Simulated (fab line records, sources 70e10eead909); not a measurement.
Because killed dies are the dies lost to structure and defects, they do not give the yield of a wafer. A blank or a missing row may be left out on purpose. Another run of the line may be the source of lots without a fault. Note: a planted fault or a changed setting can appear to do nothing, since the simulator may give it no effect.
The tool behind it: which one? / flow nandHarc / 14 lots, 42 wafers sampled, at 4 steps of a route of 1159

WHAT EACH GAUGE READ, for each wafer
The record holds no reading of a measuring or inspecting step that can be judged against a usual standard deviation.

WHAT TOOL EACH LOT RAN ON (gives the tool, then ch and the chambers of the sampled wafers, and finally the start)
lot=L314; NHARC_P_GATE_STRIP_112=plasmaAsher-01 ch 0,1, day 5 16:03; NHARC_P_GATE_STRIP_76=plasmaAsher-01 ch 0,1, day 5 16:19; NHARC_P_GATE_DEVELOP_90=lithoTrack-05 ch 0, day 5 17:00; NHARC_P_GATE_RTA_80=rtpAnneal-02 ch 0, day 5 19:43
lot=L317; NHARC_P_GATE_STRIP_112=plasmaAsher-02 ch 0,1, day 6 02:23; NHARC_P_GATE_STRIP_76=plasmaAsher-02 ch 0,1, day 6 02:38; NHARC_P_GATE_DEVELOP_90=lithoTrack-02 ch 0, day 6 03:00; NHARC_P_GATE_RTA_80=rtpAnneal-02 ch 0, day 6 05:52
lot=L318; NHARC_P_GATE_STRIP_112=plasmaAsher-02 ch 0,1, day 6 02:50; NHARC_P_GATE_STRIP_76=plasmaAsher-02 ch 0,1, day 6 03:02; NHARC_P_GATE_DEVELOP_90=lithoTrack-03 ch 0, day 6 03:00; NHARC_P_GATE_RTA_80=rtpAnneal-02 ch 0, day 6 06:31
lot=L319; NHARC_P_GATE_STRIP_112=plasmaAsher-01 ch 0,1, day 6 10:07; NHARC_P_GATE_STRIP_76=plasmaAsher-01 ch 0,1, day 6 10:19; NHARC_P_GATE_DEVELOP_90=lithoTrack-03 ch 0, day 6 11:00; NHARC_P_GATE_RTA_80=rtpAnneal-01 ch 0, day 6 13:50
lot=L321; NHARC_P_GATE_STRIP_112=plasmaAsher-02 ch 0,1, day 7 02:10; NHARC_P_GATE_STRIP_76=plasmaAsher-02 ch 0,1, day 7 02:23; NHARC_P_GATE_DEVELOP_90=lithoTrack-03 ch 0, day 7 03:00; NHARC_P_GATE_RTA_80=rtpAnneal-01 ch 0, day 7 05:37
lot=L323; NHARC_P_GATE_STRIP_112=plasmaAsher-01 ch 1, day 7 12:50; NHARC_P_GATE_STRIP_76=plasmaAsher-01 ch 1, day 7 13:04; NHARC_P_GATE_DEVELOP_90=lithoTrack-02 ch 0, day 7 13:00; NHARC_P_GATE_RTA_80=rtpAnneal-02 ch 0, day 7 16:27
lot=L322; NHARC_P_GATE_STRIP_112=plasmaAsher-02 ch 0,1, day 7 13:05; NHARC_P_GATE_STRIP_76=plasmaAsher-02 ch 0,1, day 7 13:22; NHARC_P_GATE_DEVELOP_90=lithoTrack-03 ch 0, day 7 14:00; NHARC_P_GATE_RTA_80=rtpAnneal-01 ch 0, day 7 16:44
lot=L324; NHARC_P_GATE_STRIP_112=plasmaAsher-02 ch 0,1, day 8 01:15; NHARC_P_GATE_STRIP_76=plasmaAsher-02 ch 0,1, day 8 01:31; NHARC_P_GATE_DEVELOP_90=lithoTrack-03 ch 0, day 8 02:00; NHARC_P_GATE_RTA_80=rtpAnneal-01 ch 0, day 8 04:50
lot=L327; NHARC_P_GATE_STRIP_112=plasmaAsher-01 ch 0,1, day 8 13:40; NHARC_P_GATE_STRIP_76=plasmaAsher-01 ch 0,1, day 8 13:53; NHARC_P_GATE_DEVELOP_90=lithoTrack-05, day 8 14:00; NHARC_P_GATE_RTA_80=rtpAnneal-02 ch 0, day 8 17:42
lot=L325; NHARC_P_GATE_STRIP_112=plasmaAsher-01 ch 0,1, day 8 16:38; NHARC_P_GATE_STRIP_76=plasmaAsher-01 ch 0,1, day 8 16:50; NHARC_P_GATE_DEVELOP_90=lithoTrack-02, day 8 17:00; NHARC_P_GATE_RTA_80=rtpAnneal-01 ch 0, day 8 20:28
lot=L328; NHARC_P_GATE_STRIP_112=plasmaAsher-01 ch 0,1, day 9 15:26; NHARC_P_GATE_STRIP_76=plasmaAsher-01 ch 0,1, day 9 15:41; NHARC_P_GATE_DEVELOP_90=lithoTrack-02 ch 0, day 9 16:00; NHARC_P_GATE_RTA_80=rtpAnneal-01 ch 0, day 9 19:12
lot=L334; NHARC_P_GATE_STRIP_112=plasmaAsher-01 ch 0,1, day 10 05:23; NHARC_P_GATE_STRIP_76=plasmaAsher-01 ch 0,1, day 10 05:38; NHARC_P_GATE_DEVELOP_90=lithoTrack-03 ch 0, day 10 06:00; NHARC_P_GATE_RTA_80=rtpAnneal-01 ch 0, day 10 08:58
lot=L336; NHARC_P_GATE_STRIP_112=plasmaAsher-01 ch 0,1, day 10 19:28; NHARC_P_GATE_STRIP_76=plasmaAsher-01 ch 0,1, day 10 19:43; NHARC_P_GATE_DEVELOP_90=lithoTrack-03 ch 0, day 10 20:00; NHARC_P_GATE_RTA_80=rtpAnneal-01 ch 0, day 10 22:56
lot=L337; NHARC_P_GATE_STRIP_112=plasmaAsher-02 ch 0,1, day 10 21:31; NHARC_P_GATE_STRIP_76=plasmaAsher-02 ch 0,1, day 10 21:46; NHARC_P_GATE_DEVELOP_90=lithoTrack-02 ch 0, day 10 22:00; NHARC_P_GATE_RTA_80=rtpAnneal-02 ch 0, day 11 01:08
- NHARC_P_GATE_STRIP_112: strips in N2/H2, time 200 s.
- NHARC_P_GATE_STRIP_76: strips in O2.
- NHARC_P_GATE_DEVELOP_90: time 70 s.
- NHARC_P_GATE_RTA_80: time 30 s.

WHAT THE TOOLS THEMSELVES READ (means of the sampled wafers that have a number; where no wafer has one, the mark that the record gives instead)
NHARC_P_GATE_STRIP_112.
lot=L314; tool=plasmaAsher-01; drypumpMotorCurrentA (A)=5.9; heaterPowerW (W)=89
lot=L317; tool=plasmaAsher-02; drypumpMotorCurrentA (A)=5.5; heaterPowerW (W)=95
lot=L318; tool=plasmaAsher-02; drypumpMotorCurrentA (A)=5.6; heaterPowerW (W)=94
lot=L319; tool=plasmaAsher-01; drypumpMotorCurrentA (A)=5.9; heaterPowerW (W)=89
lot=L321; tool=plasmaAsher-02; drypumpMotorCurrentA (A)=6.0; heaterPowerW (W)=99
lot=L323; tool=plasmaAsher-01; drypumpMotorCurrentA (A)=6.2; heaterPowerW (W)=95
lot=L322; tool=plasmaAsher-02; drypumpMotorCurrentA (A)=5.5; heaterPowerW (W)=95
lot=L324; tool=plasmaAsher-02; drypumpMotorCurrentA (A)=5.5; heaterPowerW (W)=96
lot=L327; tool=plasmaAsher-01; drypumpMotorCurrentA (A)=5.8; heaterPowerW (W)=90
lot=L325; tool=plasmaAsher-01; drypumpMotorCurrentA (A)=5.8; heaterPowerW (W)=89
lot=L328; tool=plasmaAsher-01; drypumpMotorCurrentA (A)=5.5; heaterPowerW (W)=88
lot=L334; tool=plasmaAsher-01; drypumpMotorCurrentA (A)=5.5; heaterPowerW (W)=86
lot=L336; tool=plasmaAsher-01; drypumpMotorCurrentA (A)=5.9; heaterPowerW (W)=90
lot=L337; tool=plasmaAsher-02; drypumpMotorCurrentA (A)=6.0; heaterPowerW (W)=95

NHARC_P_GATE_STRIP_76.
lot=L314; tool=plasmaAsher-01; drypumpMotorCurrentA (A)=5.9; heaterPowerW (W)=338
lot=L317; tool=plasmaAsher-02; drypumpMotorCurrentA (A)=5.6; heaterPowerW (W)=363
lot=L318; tool=plasmaAsher-02; drypumpMotorCurrentA (A)=5.5; heaterPowerW (W)=364
lot=L319; tool=plasmaAsher-01; drypumpMotorCurrentA (A)=5.9; heaterPowerW (W)=341
lot=L321; tool=plasmaAsher-02; drypumpMotorCurrentA (A)=6.0; heaterPowerW (W)=365
lot=L323; tool=plasmaAsher-01; drypumpMotorCurrentA (A)=6.2; heaterPowerW (W)=353
lot=L322; tool=plasmaAsher-02; drypumpMotorCurrentA (A)=5.5; heaterPowerW (W)=350
lot=L324; tool=plasmaAsher-02; drypumpMotorCurrentA (A)=5.5; heaterPowerW (W)=354
lot=L327; tool=plasmaAsher-01; drypumpMotorCurrentA (A)=5.8; heaterPowerW (W)=339
lot=L325; tool=plasmaAsher-01; drypumpMotorCurrentA (A)=5.9; heaterPowerW (W)=341
lot=L328; tool=plasmaAsher-01; drypumpMotorCurrentA (A)=5.5; heaterPowerW (W)=320
lot=L334; tool=plasmaAsher-01; drypumpMotorCurrentA (A)=5.5; heaterPowerW (W)=327
lot=L336; tool=plasmaAsher-01; drypumpMotorCurrentA (A)=5.8; heaterPowerW (W)=336
lot=L337; tool=plasmaAsher-02; drypumpMotorCurrentA (A)=6.0; heaterPowerW (W)=353

NHARC_P_GATE_DEVELOP_90.
lot=L314; tool=lithoTrack-05; chillPlateTempC (C)=22.90; exhaustPa (Pa)=44.9
lot=L317; tool=lithoTrack-02; chillPlateTempC (C)=22.95; exhaustPa (Pa)=44.8
lot=L318; tool=lithoTrack-03; chillPlateTempC (C)=23.00; exhaustPa (Pa)=45.5
lot=L319; tool=lithoTrack-03; chillPlateTempC (C)=23.13; exhaustPa (Pa)=45.3
lot=L321; tool=lithoTrack-03; chillPlateTempC (C)=22.99; exhaustPa (Pa)=44.8
lot=L323; tool=lithoTrack-02; chillPlateTempC (C)=22.98; exhaustPa (Pa)=43.9
lot=L322; tool=lithoTrack-03; chillPlateTempC (C)=22.95; exhaustPa (Pa)=45.1
lot=L324; tool=lithoTrack-03; chillPlateTempC (C)=23.14; exhaustPa (Pa)=46.1
lot=L327; tool=lithoTrack-05; chillPlateTempC (C)=-; exhaustPa (Pa)=-
lot=L325; tool=lithoTrack-02; chillPlateTempC (C)=-; exhaustPa (Pa)=-
lot=L328; tool=lithoTrack-02; chillPlateTempC (C)=23.04; exhaustPa (Pa)=45.6
lot=L334; tool=lithoTrack-03; chillPlateTempC (C)=22.85; exhaustPa (Pa)=45.6
lot=L336; tool=lithoTrack-03; chillPlateTempC (C)=23.08; exhaustPa (Pa)=45.1
lot=L337; tool=lithoTrack-02; chillPlateTempC (C)=22.94; exhaustPa (Pa)=45.6

NHARC_P_GATE_RTA_80.
lot=L314; tool=rtpAnneal-02; lampPowerPct (%)=1.64; lamp_zone_2_pct (%)=1.64; wafer_temp_C_max=301.5
lot=L317; tool=rtpAnneal-02; lampPowerPct (%)=1.63; lamp_zone_2_pct (%)=1.63; wafer_temp_C_max=301.1
lot=L318; tool=rtpAnneal-02; lampPowerPct (%)=1.63; lamp_zone_2_pct (%)=1.63; wafer_temp_C_max=300.8
lot=L319; tool=rtpAnneal-01; lampPowerPct (%)=2.23; lamp_zone_2_pct (%)=2.23; wafer_temp_C_max=301.5
lot=L321; tool=rtpAnneal-01; lampPowerPct (%)=2.23; lamp_zone_2_pct (%)=2.23; wafer_temp_C_max=301.4
lot=L323; tool=rtpAnneal-02; lampPowerPct (%)=1.63; lamp_zone_2_pct (%)=1.63; wafer_temp_C_max=301.1
lot=L322; tool=rtpAnneal-01; lampPowerPct (%)=2.23; lamp_zone_2_pct (%)=2.23; wafer_temp_C_max=301.2
lot=L324; tool=rtpAnneal-01; lampPowerPct (%)=2.23; lamp_zone_2_pct (%)=2.23; wafer_temp_C_max=301.4
lot=L327; tool=rtpAnneal-02; lampPowerPct (%)=1.63; lamp_zone_2_pct (%)=1.64; wafer_temp_C_max=301.3
lot=L325; tool=rtpAnneal-01; lampPowerPct (%)=2.23; lamp_zone_2_pct (%)=2.23; wafer_temp_C_max=301.6
lot=L328; tool=rtpAnneal-01; lampPowerPct (%)=2.23; lamp_zone_2_pct (%)=2.23; wafer_temp_C_max=301.9
lot=L334; tool=rtpAnneal-01; lampPowerPct (%)=2.24; lamp_zone_2_pct (%)=2.23; wafer_temp_C_max=301.3
lot=L336; tool=rtpAnneal-01; lampPowerPct (%)=2.23; lamp_zone_2_pct (%)=2.23; wafer_temp_C_max=301.8
lot=L337; tool=rtpAnneal-02; lampPowerPct (%)=1.63; lamp_zone_2_pct (%)=1.63; wafer_temp_C_max=301.6

THE ANSWER, worked out from the rows above alone
Rule: what is usual is taken from the lots themselves. Put in order of their means at a reading, lots are off if they are a third of the lots or fewer, leave a main group of 4 or more, and stand apart from it by a gap of 3 or more times the standard deviation of the main group's means; of several such gaps the widest counts. A main group is skipped when, at the precision printed for the reading in the tables above, its means are all equal. Also off: a lot with no number at a reading for which 4 or more lots have one. The other lots that the step has rows for count as sound. First the gauges in route order, then the tools' own readings, where a lot's mean is used as printed above. At the first step where some lot is off, the reading lying furthest off is the one used; lots without a number count as furthest.
Off, at NHARC_P_GATE_DEVELOP_90 on chillPlateTempC: L327, L325. Without a number there: L327, L325. The main group: mean 23.00 C, standard deviation 0.085.
If a tool, at that step or one of the process steps before it, ran each lot that is off and ran no sound lot following the first of them, it fits. None of those tried fits.

WHAT WAS PUT IN BY THE SIMULATOR
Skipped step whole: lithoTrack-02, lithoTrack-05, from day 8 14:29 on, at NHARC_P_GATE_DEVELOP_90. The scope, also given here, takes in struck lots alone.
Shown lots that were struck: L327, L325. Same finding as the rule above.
